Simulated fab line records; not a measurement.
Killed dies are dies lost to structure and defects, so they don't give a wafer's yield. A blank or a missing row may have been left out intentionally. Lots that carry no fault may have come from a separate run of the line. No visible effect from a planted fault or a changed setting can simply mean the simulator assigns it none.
Matching of chambers -- flow nandHarc -- NHARC_A_STAIRCASE_ETCHBACK_157 on rieDiel-05: 4 sister chambers
The step etches the open film in CH3F/O2, target depth 90 nm, time 167.14 s. 4 wafers are shown with their chamber, then 12 later ones without.

== WAFERS WITH THEIR CHAMBER ==
wafer,chamber,drypumpMotorCurrentA (A)
L087.5,1,5.7
L090.1,3,6.5
L090.3,2,6.2
L090.6,0,4.8

== WAFERS WHOSE CHAMBER IS MISSING ==
wafer,drypumpMotorCurrentA (A)
L088.2,6.2
L088.3,5.7
L088.6,6.5
L091.1,4.8
L091.4,6.1
L091.6,6.5
L095.1,6.5
L095.3,5.7
L095.6,6.1
L095.2,4.8
L095.4,6.1
L095.5,5.7

== THE CHAMBER EACH PASSED THROUGH ==
wafer,from the rows above,in truth
L088.2,2,2
L088.3,1,1
L088.6,3,3
L091.1,0,0
L091.4,2,2
L091.6,3,3
L095.1,3,3
L095.3,1,1
L095.6,2,2
L095.2,0,0
L095.4,2,2
L095.5,1,1
Correctly placed: 12 of 12. Not placeable from these rows: 0. Placed wrongly: 0.
How it was worked out, from the rows above alone: a wafer's distance from a chamber is the root of the sum, over the readings, of the square of ((its reading less the chamber's mean) divided by the reading's scatter). If the next closest chamber is less than 2 further off than the closest, the wafer can't be placed; otherwise it belongs to the closest. The mean given for a chamber averages the wafers shown for that chamber. The scatter: root of mean squared gap, hidden wafer to nearest shown wafer, with one shown wafer a chamber.
